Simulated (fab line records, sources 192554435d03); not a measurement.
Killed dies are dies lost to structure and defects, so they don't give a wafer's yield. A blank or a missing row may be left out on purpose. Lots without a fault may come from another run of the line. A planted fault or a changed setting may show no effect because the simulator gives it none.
Which tool did it? | flow n5_finfet | 12 lots, 36 wafers sampled, at 1 step of a route of 1938

WHAT THE GAUGES READ, wafer by wafer
N5_BEOL_M0_SAQP_OVL_MEAS_15.
lot  | measured     | on         | M0_CORE_OVL (nm)
L075 | day 6 01:20  | overlay-01 | -0.5 -1.6 -0.9
L077 | day 6 06:06  | overlay-01 | 1.0 0.4 -0.3
L079 | day 6 14:55  | overlay-01 | -0.4 1.6 0.8
L081 | day 7 05:39  | overlay-01 | 2.1 -0.2 0.5
L083 | day 7 17:04  | overlay-01 | 0.1 -0.7 -0.2
L085 | day 8 06:38  | overlay-02 | -0.8 -0.1 -0.2
L087 | day 8 23:38  | overlay-01 | 0.1 1.1 0.2
L089 | day 9 07:31  | overlay-02 | 0.7 1.7 1.4
L091 | day 9 23:11  | overlay-02 | 0.6 0.0 -1.1
L093 | day 10 13:31 | overlay-02 | 0.1 0.1 -0.6
L095 | day 10 17:34 | overlay-02 | -2.0 -1.2 0.3
L097 | day 11 07:11 | overlay-01 | -0.3 2.2 -0.9

WHICH TOOL RAN EACH LOT (tool, then ch and the chambers of the sampled wafers, then the start)
The record holds no process step before these readings.

THE ANSWER, worked out from the rows above alone
Rule: what is usual is taken from the lots themselves. Put in order of their means at a reading, lots are off if they are a third of the lots or fewer, leave a main group of 4 or more, and stand apart from it by a gap of 3 or more times the standard deviation of the main group's means; of several such gaps the widest counts. A main group whose means are all the same, to the digits that the tables above print for the reading, isn't used. A lot without any number at a reading at which 4 lots or more have one is off too. The other lots that the step has rows for count as sound.
No lot is off at any reading shown: from this, nothing can be told.

WHAT THE SIMULATOR HAD PUT IN
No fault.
